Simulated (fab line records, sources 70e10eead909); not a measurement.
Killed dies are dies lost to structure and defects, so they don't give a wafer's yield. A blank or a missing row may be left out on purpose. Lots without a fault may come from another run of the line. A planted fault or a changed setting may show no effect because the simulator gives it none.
A struck lot beside a sound one | flow nand_harc | 13 steps out of a route of 1159
Sound: wafers L116.2, L116.5, L116.6. Struck: wafer L121.5. (L121.1, L121.3 of the same lot were not struck and are left out.) The cause comes at the end.
At each step with rows: each side's tool, then ch and its chambers, then its first start. Under that, the readings that differ: sound wafers | struck wafers | difference of the means | sigmas: that difference in standard deviations of wafers without a fault.
alike: readings whose means differ by less than 2 such deviations, and words and numbers that are the same on both sides. not compared: withheld readings, readings that some wafer has no value for, bounds like >300 that may hide the same value, and numbers for which the record gives no deviation and whose values overlap.
The two part at a step that has a row with sigmas, a row that says differs or no value, or rows on one side only. Numbers that don't overlap but have no deviation are shown without sigmas and don't part them. A reading that every wafer of one side lacks parts them only if that side has two wafers or more.

first, 1 step without rows for these wafers: NHARC_A_SLIT_SRD_20.
NHARC_A_SLIT_CD_MEAS_21:
  sound on cd_sem-01, day 15 14:16; struck on cd_sem-01, day 16 17:58
  alike: cd_nm
then, 3 steps without rows for these wafers: NHARC_A_SIN_REMOVE_WET_00 (chemistry H3PO4, time 15300 s); NHARC_A_SIN_REMOVE_PRECLEAN_01 (cleans in SC1); NHARC_A_SIN_REMOVE_SRD_02.
NHARC_A_SIN_REMOVE_INSPECT_04:
  sound on defect_inspect-02, day 15 19:49; struck on defect_inspect-02, day 17 02:14
  alike: raw_defect_count
NHARC_A_WL_FILL_ALD_00: deposits Al2O3, target thk 3 nm, pulse time 3 s, ald cycles 30.
  sound on ald_hk-02 ch 0,1, day 15 19:52; struck on ald_hk-02 ch 3, day 17 02:29
  alike: heater_power_w, precursor_pulse_height_rel
NHARC_A_WL_FILL_RTA_01: time 5 s.
  sound on rtp_anneal-02 ch 0, day 15 20:21; struck on rtp_anneal-01 ch 0, day 17 02:45
  alike: lamp_power_pct, lamp_zone_7_pct, wafer_temp_C_max
NHARC_A_WL_FILL_ALD_02: deposits TiN, target thk 2 nm, pulse time 3 s, ald cycles 100.
  sound on ald_metal-04 ch 0,1,2, day 15 20:38; struck on ald_metal-04 ch 3, day 17 02:58
  alike: heater_power_w, precursor_pulse_height_rel
NHARC_A_WL_FILL_CVD_03: deposits W, target thk 40 nm, time 3302 s.
  sound on cvd_w-01 ch 0,1, day 16 04:23; struck on cvd_w-01 ch 0, day 17 15:14
  alike: heater_power_w, throttle_valve_pct
NHARC_A_WL_FILL_ETCHBACK_04: etches the open film in NF3, target depth 60 nm, time 120 s.
  sound on rie_metal-02 ch 0,1, day 16 07:14; struck on rie_metal-01 ch 1, day 17 18:05
  reading          | sound             | struck | difference | sigmas
  run_length_s (s) | 141.1 141.3 140.7 | 101.5  | -39.5      | -99 or more
  alike: drypump_motor_current_A, oes_product_au
  not compared: rf_hours_counter_h
NHARC_A_WL_FILL_ETCHBACK_05: etches the open film in Cl2/BCl3, target depth 22 nm, time 60 s.
  sound on rie_metal-02 ch 0,1, day 16 07:28; struck on rie_metal-01 ch 0, day 17 18:20
  alike: drypump_motor_current_A, oes_product_au, run_length_s
  not compared: rf_hours_counter_h
-- the record jumps here: 5 days lie between the struck wafers' starts before and after (it left off in module A_WL_FILL and takes up again in module END, whose first step shown is number 1159 of the route) --
NHARC_END_SORT_01:
  the record has rows for the struck wafers here (prober-01 ch 0, day 22 12:07) and none for the sound ones

WHERE THEY PART
First at NHARC_A_WL_FILL_ETCHBACK_04; last, within this record, at NHARC_END_SORT_01.

WHY: what the simulator had put in
Process parameter drift: rie_metal-01, from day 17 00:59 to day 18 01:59, at NHARC_A_WL_FILL_ETCHBACK_04. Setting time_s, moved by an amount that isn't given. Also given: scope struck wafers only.
